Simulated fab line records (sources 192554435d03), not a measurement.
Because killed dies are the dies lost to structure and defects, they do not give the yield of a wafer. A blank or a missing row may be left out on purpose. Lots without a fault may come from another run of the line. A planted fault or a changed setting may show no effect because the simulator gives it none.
fab line records	flow n5Finfet	part 1 of 2: steps 1 to 4 of 6
[record] lots = 24	wafers = 72	lastDay = 21
route steps=1938 shown HKMG_FIN@433 GATE_CUT@488 MOL_CONTACT_COAG@560
lots that met no fault: from a run of the same line without faults
startH: hours from the record's first day to the start of the lot's first wafer shown	waitH: hours elapsed since this lot's preceding step	" as in the row above	L1.1+2: a single row standing in for several wafers	- value missing, or start not given	* or withheld: withheld	< > ~ a bound
route shown NAME@n: names a module that has steps shown in the file, with the first one's number in the route	usual: mean/standard deviation taken from wafers without a fault	same: alike in all rows	chamber/n: place in a boat	sites: per-site readings	_std_site: standard deviation of those values	_edge_site: inner sites' mean taken away from outer sites' mean	radiusMm: for every site, how far away it sits from the centre of the wafer	mask NAME#n: copy n	behind: the last tool/chamber to shape the wafer	hold: reason for holding the lot/hours on hold/outcome of the hold	device: the n, p or np transistor that did not switch	end of line: the same wafers' tests at the end of the route	for a step that has no rows: nothing shown but its recipe	killed: dies that structure and defects cost at the first sort, which is not the same as the wafer's yield	map: a wafer's dies, x killed, . not, _ none there
set.NAME: the setting as run; set.NAME@STEP: as run at that earlier step	model.NAME: the simulator's own value behind a step, which no gauge read
the route's steps for a sample of lots (tables are steps, rows are wafers)
services: when a tool's chamber went out of use (startH, in hours from the record's first day, below 0 if earlier), for how many hours, and the reason
[[steps]]
[step N5_HKMG_FIN_DESCUM_17]
[recipe] chemistry = O2	timeS = 7.9	sourcePowerW = 50	biasPowerW = 20	pressureMtorr = 20	rfFrequencyHz = 2.712e+07	tempC = 40	resist = CAR-ArF	o2FlowSccm = 225
[usual] chamberPressureMTorr = 19.999/0.019	drypumpMotorCurrentA = 5.5/0.49	oesProductAu = 0.80/0.092	rfVppV = 243.0/1.1	showerheadPlenumPTorr = 2.08/0.048	throttleValvePct = 20.16/0.2
lot.wafer	tool	chamber	startH	waitH	chamberPressureMTorr	drypumpMotorCurrentA	oesProductAu	rfHoursCounterH	rfVppV	showerheadPlenumPTorr	throttleValvePct
L074.3	rieDiel-01	2	76.14	0.0	20.016	5.2	0.70	204	241.0	2.01	20.31
L074.4	"	3	"	"	20.020	5.6	0.88	30	242.0	2.05	19.99
L074.6	"	1	"	"	20.036	5.0	0.75	-	244.4	2.20	20.36
L075.1	rieDiel-05	3	81.08	0.0	20.039	5.3	0.65	245	242.2	2.05	20.45
L075.3	"	0	"	"	20.005	5.3	0.83	79	243.4	2.11	20.19
L075.6	"	3	"	"	19.987	5.3	0.65	-	242.2	2.05	20.44
L076.1	rieDiel-05	0	87.07	0.0	19.988	5.3	0.82	80	242.7	2.11	20.20
L076.4	"	1	"	"	19.993	6.4	0.92	13	243.0	2.04	19.90
L076.6	"	0	"	"	19.999	5.3	0.83	-	244.8	2.11	20.20
L077.3	rieDiel-05	1	96.03	0.0	19.982	6.4	0.92	14	242.6	2.04	19.90
L077.5	"	0	"	"	20.034	5.2	0.83	-	242.5	2.11	20.19
L077.6	"	3	"	"	20.014	5.3	0.65	-	243.4	2.05	20.46
L078.2	rieDiel-01	0	104.09	0.0	20.008	5.5	0.75	170	243.1	2.10	20.50
L078.4	"	1	"	"	19.989	5.1	0.76	141	243.0	2.20	20.38
L078.6	"	3	"	"	19.994	5.7	0.88	-	242.6	2.05	20.00
L079.2	rieDiel-01	0	110.11	0.0	20.007	5.5	0.74	172	242.2	2.10	20.49
L079.3	"	1	"	"	20.014	5.1	0.75	142	243.8	2.20	20.39
L079.4	"	2	"	"	20.004	5.2	0.69	213	242.1	2.00	20.32
L080.2	rieDiel-01	0	118.86	0.0	19.990	5.5	0.74	175	242.3	2.10	20.51
L080.3	"	2	"	"	20.034	5.3	0.69	215	241.5	2.00	20.32
L080.5	"	1	"	"	19.997	5.0	0.76	-	244.7	2.20	20.38
L081.1	rieDiel-05	2	125.88	0.0	19.991	5.4	0.78	120	242.9	2.09	19.95
L081.2	"	3	"	"	20.033	5.3	1.00	1	243.0	2.05	20.04
L081.5	"	3	"	"	19.993	5.3	1.00	-	242.6	2.05	20.05
L082.2	rieDiel-01	1	128.21	0.0	20.007	5.0	0.74	146	244.7	2.20	20.39
L082.5	"	3	"	"	19.995	5.6	0.88	-	242.8	2.05	20.00
L082.6	"	0	"	"	19.991	5.5	0.73	-	242.8	2.10	20.52
L083.2	rieDiel-05	0	130.47	0.1	20.011	5.2	0.82	87	243.3	2.10	20.20
L083.3	"	2	"	"	19.984	5.4	0.77	122	243.6	2.09	19.95
L083.4	"	1	"	"	19.978	6.4	0.92	19	242.5	2.04	19.91
L084.2	rieDiel-05	3	135.45	0.0	19.974	5.2	0.97	4	243.1	2.05	20.06
L084.4	"	2	"	"	20.024	5.4	0.77	123	242.6	2.09	19.93
L084.5	"	0	"	"	20.011	5.3	0.82	-	243.4	2.10	20.20
L085.1	rieDiel-05	0	140.12	0.0	20.004	5.3	0.82	90	244.9	2.10	20.20
L085.2	"	3	"	"	19.964	5.2	0.96	6	242.2	2.05	20.06
L085.3	"	1	"	"	20.014	6.4	0.91	22	243.9	2.04	19.90
L086.3	rieDiel-04	2	146.67	0.0	20.005	4.9	0.75	131	242.6	2.08	19.87
L086.4	"	1	"	"	20.018	6.4	0.90	23	243.0	2.11	20.26
L086.5	"	2	"	"	19.996	4.9	0.75	-	242.6	2.08	19.88
L087.2	rieDiel-05	0	152.41	0.2	20.060	5.3	0.81	94	243.7	2.10	20.21
L087.3	"	1	"	"	20.013	6.4	0.89	26	242.7	2.04	19.92
L087.5	"	2	"	"	19.964	5.4	0.77	-	243.4	2.09	19.94
L088.3	rieDiel-05	3	156.94	0.0	20.034	5.3	0.95	10	244.3	2.05	20.08
L088.5	"	3	"	"	19.987	5.3	0.96	-	242.6	2.05	20.06
L088.6	"	2	"	"	19.992	5.4	0.77	-	242.1	2.09	19.95
L089.2	rieDiel-05	1	162.68	0.0	20.008	6.4	0.89	29	242.7	2.03	19.92
L089.4	"	0	"	"	19.986	5.3	0.82	96	243.9	2.10	20.21
L089.6	"	2	"	"	19.993	5.3	0.77	-	244.5	2.09	19.96
L090.2	rieDiel-01	1	169.04	0.0	19.974	5.1	0.73	154	243.9	2.19	20.40
L090.4	"	2	"	"	19.978	5.3	0.68	226	241.1	2.00	20.34
L090.5	"	3	"	"	20.000	5.7	0.86	-	243.5	2.04	20.01
L091.1	rieDiel-05	2	174.82	0.0	19.978	5.4	0.76	134	243.0	2.09	19.97
L091.2	"	3	"	"	19.991	5.3	0.94	14	241.3	2.05	20.07
L091.4	"	1	"	"	20.002	6.4	0.88	32	242.6	2.03	19.92
L092.1	rieDiel-04	3	185.54	0.0	20.009	6.5	0.72	210	244.1	2.17	20.30
L092.4	"	3	"	"	19.966	6.5	0.72	-	244.0	2.17	20.31
L092.6	"	2	"	"	20.009	4.9	0.74	-	243.0	2.08	19.91
L093.1	rieDiel-04	0	186.59	0.0	19.985	5.7	0.68	228	242.6	2.07	20.26
L093.5	"	0	"	"	19.999	5.7	0.68	-	241.5	2.07	20.26
L093.6	"	2	"	"	19.992	4.9	0.74	-	243.6	2.08	19.90
L094.2	rieDiel-01	2	199.33	0.0	20.006	5.3	0.67	235	242.6	1.99	20.36
L094.3	"	1	"	"	20.004	5.1	0.73	163	244.6	2.19	20.41
L094.4	"	3	"	"	20.015	5.7	0.84	62	241.7	2.04	20.02
L095.2	rieDiel-04	0	201.59	0.1	19.974	5.7	0.68	230	243.0	2.06	20.27
L095.3	"	3	"	"	20.009	6.6	0.71	213	245.5	2.17	20.30
L095.5	"	0	"	"	20.012	5.7	0.67	-	241.4	2.06	20.26
L096.2	rieDiel-04	1	206.68	0.5	19.978	6.4	0.88	37	244.0	2.11	20.28
L096.3	"	2	"	"	20.008	4.9	0.74	148	243.2	2.07	19.91
L096.4	"	2	"	"	19.983	4.9	0.74	-	243.3	2.07	19.91
L097.1	rieDiel-04	1	213.50	0.0	20.005	6.4	0.87	40	242.3	2.11	20.29
L097.2	"	2	"	"	19.988	4.9	0.73	151	243.8	2.07	19.91
L097.4	"	2	"	"	19.969	4.9	0.73	-	242.7	2.07	19.90
[step N5_GATE_CUT_OVL_MEAS_14]
[recipe] pointsPerWafer = 522
[usual] GATE_CUT_OVL = -0.6/0.64
lot.wafer	tool	chamber	startH	waitH	GATE_CUT_OVL[nm]
L074.3	overlay-02	0	84.36	0.0	-1.0
L074.4	"	0	"	"	-1.6
L074.6	"	0	"	"	0.0
L075.1	overlay-01	0	89.11	0.0	-0.8
L075.3	"	0	"	"	-0.2
L075.6	"	0	"	"	0.0
L076.1	overlay-01	0	95.25	0.0	-0.6
L076.4	"	0	"	"	-0.1
L076.6	"	0	"	"	0.6
L077.3	overlay-02	0	104.10	0.0	-0.8
L077.5	"	0	"	"	-1.3
L077.6	"	0	"	"	-1.2
L078.2	overlay-01	0	112.21	0.0	-0.8
L078.4	"	0	"	"	-1.3
L078.6	"	0	"	"	-1.1
L079.2	overlay-02	0	118.12	0.0	0.3
L079.3	"	0	"	"	0.5
L079.4	"	0	"	"	-0.1
L080.2	overlay-02	0	127.71	0.0	0.2
L080.3	"	0	"	"	0.3
L080.5	"	0	"	"	-0.4
L081.1	overlay-01	0	134.03	0.0	0.2
L081.2	"	0	"	"	-0.8
L081.5	"	0	"	"	-0.8
L082.2	overlay-01	0	136.37	0.0	-0.3
L082.5	"	0	"	"	-0.9
L082.6	"	0	"	"	0.0
L083.2	overlay-01	0	138.75	0.0	-1.6
L083.3	"	0	"	"	-1.4
L083.4	"	0	"	"	-0.7
L084.2	overlay-01	0	144.52	0.0	-0.7
L084.4	"	0	"	"	-0.4
L084.5	"	0	"	"	-1.5
L085.1	overlay-01	0	148.13	0.0	0.1
L085.2	"	0	"	"	-0.3
L085.3	"	0	"	"	-0.4
L086.3	overlay-01	0	154.82	0.1	-1.5
L086.4	"	0	"	"	-1.5
L086.5	"	0	"	"	-1.0
L087.2	overlay-01	0	160.43	0.0	0.0
L087.3	"	0	"	"	-0.7
L087.5	"	0	"	"	-0.4
L088.3	overlay-01	0	165.46	0.0	-0.3
L088.5	"	0	"	"	0.4
L088.6	"	0	"	"	-0.4
L089.2	overlay-01	0	170.91	0.0	-0.7
L089.4	"	0	"	"	0.1
L089.6	"	0	"	"	-0.2
L090.2	overlay-01	0	177.36	0.0	0.1
L090.4	"	0	"	"	0.1
L090.5	"	0	"	"	0.4
L091.1	overlay-01	0	183.63	0.0	-0.7
L091.2	"	0	"	"	-0.4
L091.4	"	0	"	"	-1.5
L092.1	overlay-01	0	194.76	0.0	-0.7
L092.4	"	0	"	"	-0.6
L092.6	"	0	"	"	0.0
L093.1	overlay-01	0	196.66	0.0	-2.1
L093.5	"	0	"	"	-1.5
L093.6	"	0	"	"	-1.7
L094.2	overlay-01	0	207.99	0.0	-1.6
L094.3	"	0	"	"	-1.1
L094.4	"	0	"	"	-1.5
L095.2	overlay-01	0	210.18	0.0	-1.5
L095.3	"	0	"	"	-1.1
L095.5	"	0	"	"	-0.6
L096.2	overlay-01	0	215.14	0.0	-0.6
L096.3	"	0	"	"	0.0
L096.4	"	0	"	"	-1.2
L097.1	overlay-01	0	221.78	0.0	-0.1
L097.2	"	0	"	"	-0.5
L097.4	"	0	"	"	-1.1
[step N5_GATE_CUT_ETCH_37]
[recipe] chemistry = N2/H2	target = SOC	targetDepthA = 600	overetchA = 120	maskMaterial = SiARC	tempC = 40	timeS = 90	ionEnergyEv = 200	pressureMtorr = 30	sourceW = 840	biasW = 150	n2FlowSccm = 200	h2FlowSccm = 200
[usual] chamberPressureMTorr = 29.997/0.028	drypumpMotorCurrentA = 5.7/0.37	h2FlowSccm = 200.1/0.62	oesProductAu = 0.73/0.077	rfVppV = 524.7/2.5	showerheadPlenumPTorr = 2.57/0.093	throttleValvePct = 17.7/0.31
lot.wafer	tool	chamber	startH	waitH	chamberPressureMTorr	drypumpMotorCurrentA	h2FlowSccm	oesProductAu	rfHoursCounterH	rfVppV	showerheadPlenumPTorr	throttleValvePct
L074.3	rieDiel-03	3	84.52	0.0	29.992	5.2	200.5	0.85	9	527.6	2.73	17.8
L074.4	"	2	"	"	29.974	6.3	199.8	0.80	40	529.3	2.72	17.8
L074.6	"	0	"	"	29.985	6.2	199.6	0.73	-	524.3	2.57	17.4
L075.1	rieDiel-02	1	89.28	0.0	29.977	5.4	200.9	0.72	108	521.5	2.47	17.7
L075.3	"	3	"	"	30.003	5.9	199.7	0.68	148	527.0	2.65	17.8
L075.6	"	0	"	"	30.029	5.8	199.7	0.62	-	522.1	2.54	18.3
L076.1	rieDiel-02	1	95.42	0.0	29.907	5.4	199.9	0.71	109	522.6	2.47	17.7
L076.4	"	3	"	"	29.979	5.9	199.7	0.68	-	527.9	2.65	17.8
L076.6	"	1	"	"	29.958	5.4	200.2	0.71	-	521.8	2.47	17.7
L077.3	rieDiel-03	2	104.26	0.0	29.955	6.2	200.2	0.80	43	528.7	2.72	17.8
L077.5	"	0	"	"	29.987	6.1	200.1	0.72	-	524.0	2.57	17.4
L077.6	"	1	"	"	29.989	5.8	200.0	0.64	-	524.1	2.61	18.3
L078.2	rieDiel-03	2	112.38	0.0	30.021	6.3	200.6	0.79	45	527.9	2.72	17.8
L078.4	"	3	"	"	30.023	5.1	199.8	0.84	14	527.6	2.72	17.8
L078.6	"	0	"	"	29.984	6.2	200.2	0.72	-	524.9	2.57	17.4
L079.2	rieDiel-06	2	118.29	0.0	29.968	5.2	200.2	0.85	7	525.1	2.61	17.4
L079.3	"	1	"	"	29.965	5.5	199.3	0.63	211	526.6	2.61	17.8
L079.4	"	0	"	"	29.953	6.2	199.9	0.73	73	525.3	2.54	17.3
L080.2	rieDiel-06	0	127.88	0.0	29.995	6.2	199.4	0.73	73	525.8	2.54	17.3
L080.3	"	2	"	"	30.041	5.2	201.3	0.84	8	527.0	2.61	17.4
L080.5	"	3	"	"	30.022	5.4	200.4	0.82	-	522.0	2.47	17.5
L081.1	rieDiel-02	1	134.21	0.0	29.984	5.4	200.6	0.70	116	522.0	2.47	17.7
L081.2	"	0	"	"	29.983	5.8	199.7	0.61	227	523.7	2.54	18.4
L081.5	"	0	"	"	30.007	5.8	200.7	0.61	-	523.9	2.54	18.4
L082.2	rieDiel-03	2	136.53	0.0	30.035	6.2	200.9	0.79	49	528.5	2.72	17.8
L082.5	"	1	"	"	30.022	5.8	200.2	0.64	-	526.7	2.61	18.3
L082.6	"	2	"	"	30.031	6.2	201.1	0.79	-	528.5	2.71	17.8
L083.2	rieDiel-02	2	138.92	0.0	29.987	5.7	198.9	0.70	127	518.0	2.32	17.6
L083.3	"	3	"	"	30.005	5.9	198.9	0.68	158	525.8	2.64	17.8
L083.4	"	0	"	"	29.992	5.8	199.4	0.61	229	522.7	2.54	18.4
L084.2	rieDiel-06	2	144.69	0.0	29.975	5.2	199.3	0.83	10	524.8	2.61	17.4
L084.4	"	1	"	"	29.991	5.5	198.9	0.62	214	525.5	2.61	17.8
L084.5	"	2	"	"	30.010	5.2	199.8	0.83	-	526.0	2.61	17.4
L085.1	rieDiel-03	2	148.30	0.0	29.923	6.3	200.8	0.78	51	526.8	2.71	17.8
L085.2	"	0	"	"	29.958	6.2	199.2	0.72	105	525.1	2.56	17.4
L085.3	"	1	"	"	29.951	5.8	200.7	0.63	208	526.8	2.60	18.3
L086.3	rieDiel-06	3	154.98	0.0	30.007	5.4	200.9	0.82	21	523.0	2.47	17.5
L086.4	"	2	"	"	29.993	5.2	199.4	0.82	12	525.9	2.61	17.4
L086.5	"	0	"	"	30.002	6.2	201.5	0.72	-	524.9	2.54	17.3
L087.2	rieDiel-06	1	160.59	0.0	29.987	5.5	200.1	0.62	216	526.8	2.61	17.8
L087.3	"	2	"	"	29.972	5.2	200.6	0.82	13	525.1	2.61	17.4
L087.5	"	2	"	"	30.012	5.2	200.0	0.83	-	524.6	2.61	17.4
L088.3	rieDiel-03	0	165.62	0.0	30.009	6.2	200.2	0.72	109	525.2	2.56	17.4
L088.5	"	0	"	"	30.031	6.2	200.0	0.71	-	524.3	2.56	17.4
L088.6	"	3	"	"	29.957	5.2	200.1	0.82	-	527.9	2.72	17.8
L089.2	rieDiel-02	3	171.09	0.0	29.954	5.9	199.4	0.66	163	526.8	2.64	17.8
L089.4	"	0	"	"	30.008	5.8	200.0	0.60	234	521.9	2.53	18.4
L089.6	"	2	"	"	29.987	5.7	199.4	0.70	-	518.3	2.32	17.6
L090.2	rieDiel-06	0	177.52	0.0	29.988	6.3	199.9	0.72	81	524.0	2.54	17.3
L090.4	"	1	"	"	30.039	5.6	200.7	0.62	219	524.1	2.61	17.8
L090.5	"	2	"	"	29.992	5.2	200.3	0.81	-	526.1	2.61	17.4
L091.1	rieDiel-06	0	183.81	0.0	30.014	6.2	199.2	0.72	82	524.7	2.54	17.3
L091.2	"	2	"	"	30.024	5.2	199.9	0.81	18	525.1	2.60	17.4
L091.4	"	3	"	"	30.019	5.4	200.8	0.80	27	521.4	2.47	17.5
L092.1	rieDiel-06	1	195.09	0.0	29.997	5.5	199.6	0.61	224	525.7	2.61	17.8
L092.4	"	0	"	"	30.002	6.2	199.9	0.72	85	523.8	2.54	17.3
L092.6	"	1	"	"	30.032	5.5	199.9	0.62	-	526.5	2.61	17.8
L093.1	rieDiel-06	0	196.84	0.0	29.993	6.2	199.9	0.71	86	524.5	2.54	17.3
L093.5	"	1	"	"	29.999	5.5	200.5	0.62	-	525.8	2.61	17.8
L093.6	"	2	"	"	30.006	5.2	200.3	0.80	-	526.0	2.60	17.4
L094.2	rieDiel-03	2	208.20	0.0	30.009	6.2	200.2	0.78	62	529.0	2.71	17.8
L094.3	"	3	"	"	29.949	5.2	199.0	0.81	34	528.4	2.71	17.8
L094.4	"	0	"	"	29.993	6.1	200.7	0.71	119	524.5	2.56	17.4
L095.2	rieDiel-06	0	210.35	0.0	30.046	6.2	200.1	0.72	89	523.8	2.54	17.3
L095.3	"	2	"	"	29.999	5.2	199.3	0.80	26	526.2	2.60	17.4
L095.5	"	3	"	"	30.026	5.4	199.9	0.79	-	521.6	2.47	17.5
L096.2	rieDiel-02	3	215.31	0.0	29.953	5.9	200.1	0.66	175	525.8	2.64	17.8
L096.3	"	0	"	"	30.011	5.8	200.7	0.60	245	522.4	2.53	18.4
L096.4	"	1	"	"	29.975	5.4	200.7	0.69	129	521.5	2.46	17.7
L097.1	rieDiel-06	2	221.95	0.0	29.991	5.2	199.5	0.79	30	526.5	2.60	17.4
L097.2	"	1	"	"	29.999	5.5	200.0	0.61	232	526.0	2.60	17.9
L097.4	"	3	"	"	30.037	5.4	199.7	0.79	37	523.7	2.46	17.5
[step N5_GATE_CUT_VAPOR_ETCH_51]
[recipe] chemistry = BCl3/Cl2	target = HfO2	mode = isotropic
[usual] drypumpMotorCurrentA = 5.8/0.4	oesProductAu = 0.70/0.079
lot.wafer	tool	chamber	startH	waitH	drypumpMotorCurrentA	oesProductAu
L074.3	rieMetal-03	0	85.08	0.0	5.8	0.80
L074.4	"	1	"	"	5.7	0.76
L074.6	"	1	"	"	5.7	0.76
L075.1	rieMetal-03	1	89.83	0.0	5.7	0.77
L075.3	"	0	"	"	5.7	0.80
L075.6	"	1	"	"	5.6	0.77
L076.1	rieMetal-02	1	95.98	0.0	6.1	0.62
L076.4	"	1	"	"	6.0	0.63
L076.6	"	0	"	"	6.1	0.72
L077.3	rieMetal-02	0	104.82	0.0	6.2	0.71
L077.5	"	0	"	"	6.2	0.71
L077.6	"	1	"	"	6.1	0.62
L078.2	rieMetal-02	0	112.93	0.0	6.2	0.71
L078.4	"	1	"	"	6.0	0.62
L078.6	"	0	"	"	6.2	0.71
L079.2	rieMetal-03	0	120.04	0.0	5.7	0.80
L079.3	"	0	"	"	5.7	0.80
L079.4	"	1	"	"	5.7	0.76
L080.2	rieMetal-01	1	128.43	0.0	5.9	0.61
L080.3	"	1	"	"	5.9	0.62
L080.5	"	0	"	"	4.9	0.79
L081.1	rieMetal-01	1	134.84	0.0	5.9	0.61
L081.2	"	0	"	"	5.0	0.80
L081.5	"	1	"	"	5.9	0.62
L082.2	rieMetal-03	1	137.09	0.0	5.7	0.77
L082.5	"	0	"	"	5.8	0.80
L082.6	"	1	"	"	5.6	0.77
L083.2	rieMetal-02	1	139.47	0.0	6.0	0.61
L083.3	"	1	"	"	6.0	0.61
L083.4	"	0	"	"	6.1	0.71
L084.2	rieMetal-02	0	145.24	0.0	6.1	0.71
L084.4	"	0	"	"	6.2	0.71
L084.5	"	0	"	"	6.1	0.70
L085.1	rieMetal-01	1	148.93	0.0	5.9	0.62
L085.2	"	0	"	"	5.0	0.81
L085.3	"	0	"	"	5.0	0.80
L086.3	rieMetal-02	0	155.55	0.0	6.2	0.70
L086.4	"	1	"	"	6.0	0.61
L086.5	"	1	"	"	6.0	0.62
L087.2	rieMetal-01	0	161.15	0.0	5.0	0.80
L087.3	"	0	"	"	5.0	0.79
L087.5	"	1	"	"	5.9	0.62
L088.3	rieMetal-02	1	166.18	0.0	6.1	0.62
L088.5	"	0	"	"	6.1	0.71
L088.6	"	1	"	"	6.0	0.61
L089.2	rieMetal-02	1	171.65	0.0	6.0	0.61
L089.4	"	1	"	"	6.0	0.61
L089.6	"	1	"	"	6.0	0.61
L090.2	rieMetal-02	0	178.16	0.0	6.1	0.71
L090.4	"	1	"	"	6.0	0.62
L090.5	"	1	"	"	6.0	0.61
L091.1	rieMetal-01	0	184.36	0.0	5.0	0.79
L091.2	"	1	"	"	5.9	0.62
L091.4	"	1	"	"	5.9	0.61
L092.1	rieMetal-01	0	195.65	0.0	5.0	0.80
L092.4	"	1	"	"	5.9	0.61
L092.6	"	1	"	"	5.9	0.61
L093.1	rieMetal-03	0	197.39	0.0	5.7	0.79
L093.5	"	0	"	"	5.7	0.79
L093.6	"	1	"	"	5.6	0.76
L094.2	rieMetal-02	1	209.00	0.1	6.0	0.61
L094.3	"	1	"	"	6.0	0.61
L094.4	"	1	"	"	6.0	0.61
L095.2	rieMetal-02	1	211.15	0.1	6.0	0.61
L095.3	"	1	"	"	6.0	0.61
L095.5	"	1	"	"	6.0	0.61
L096.2	rieMetal-02	1	216.11	0.1	6.0	0.60
L096.3	"	1	"	"	6.0	0.61
L096.4	"	1	"	"	6.0	0.60
L097.1	rieMetal-01	0	222.75	0.1	5.0	0.77
L097.2	"	0	"	"	5.0	0.77
L097.4	"	0	"	"	5.0	0.78
